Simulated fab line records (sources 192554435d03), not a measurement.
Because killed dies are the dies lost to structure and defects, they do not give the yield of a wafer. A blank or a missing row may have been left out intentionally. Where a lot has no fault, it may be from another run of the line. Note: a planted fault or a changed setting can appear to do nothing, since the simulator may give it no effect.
Chamber matching | flow n5-finfet | 4 sister chambers for N5_BEOL_M3_ETCH_70 on rie-diel-02
The step etches SOC in N2/H2, target depth 80 nm, overetch 16 nm, time 120 s. 8 wafers are shown with their chamber, then 10 later ones without.

== WAFERS PAIRED WITH THEIR CHAMBERS ==
wafer  | chamber | showerhead-plenum-p-Torr (Torr) | drypump-motor-current-A (A)
L078.1 | 1       | 2.46                            | 6.0
L078.2 | 0       | 2.51                            | 5.8
L080.2 | 0       | 2.51                            | 5.8
L080.4 | 2       | 2.64                            | 6.3
L083.1 | 1       | 2.45                            | 6.0
L083.3 | 2       | 2.63                            | 6.3
L084.2 | 3       | 2.51                            | 5.9
L084.5 | 3       | 2.51                            | 5.8

== WAFERS MISSING THEIR CHAMBER ==
wafer  | showerhead-plenum-p-Torr (Torr) | drypump-motor-current-A (A)
L084.6 | 2.51                            | 5.8
L093.4 | 2.50                            | 5.9
L093.5 | 2.45                            | 6.0
L093.6 | 2.63                            | 6.2
L094.2 | 2.44                            | 6.1
L094.3 | 2.50                            | 5.8
L094.4 | 2.63                            | 6.3
L097.1 | 2.62                            | 6.2
L097.3 | 2.44                            | 6.0
L097.5 | 2.62                            | 6.3

== WHICH CHAMBER EACH ONE RAN IN ==
wafer  | from the rows above     | in truth
L084.6 | can't be placed: 0 or 3 | 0
L093.4 | can't be placed: 3 or 0 | 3
L093.5 | 1                       | 1
L093.6 | 2                       | 2
L094.2 | 1                       | 1
L094.3 | can't be placed: 0 or 3 | 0
L094.4 | 2                       | 2
L097.1 | 2                       | 2
L097.3 | 1                       | 1
L097.5 | 2                       | 2
Correct placement for 7 of the 10. From these rows, 3 cannot be placed; in 3 the true chamber is one of the candidates. Number placed wrongly: 0.
How it was worked out, from the rows above alone: a wafer's distance from a chamber is the root of the sum, over the readings, of the square of ((its reading less the chamber's mean) divided by the reading's scatter). The wafer belongs to the nearest chamber; if the next one is less than 2 further off, it can't be placed. The mean given for a chamber averages the wafers shown for that chamber. The scatter is the square root of a quotient: the sum, over the shown wafers, of each reading's squared deviation from its chamber's mean, divided by wafers minus chambers.
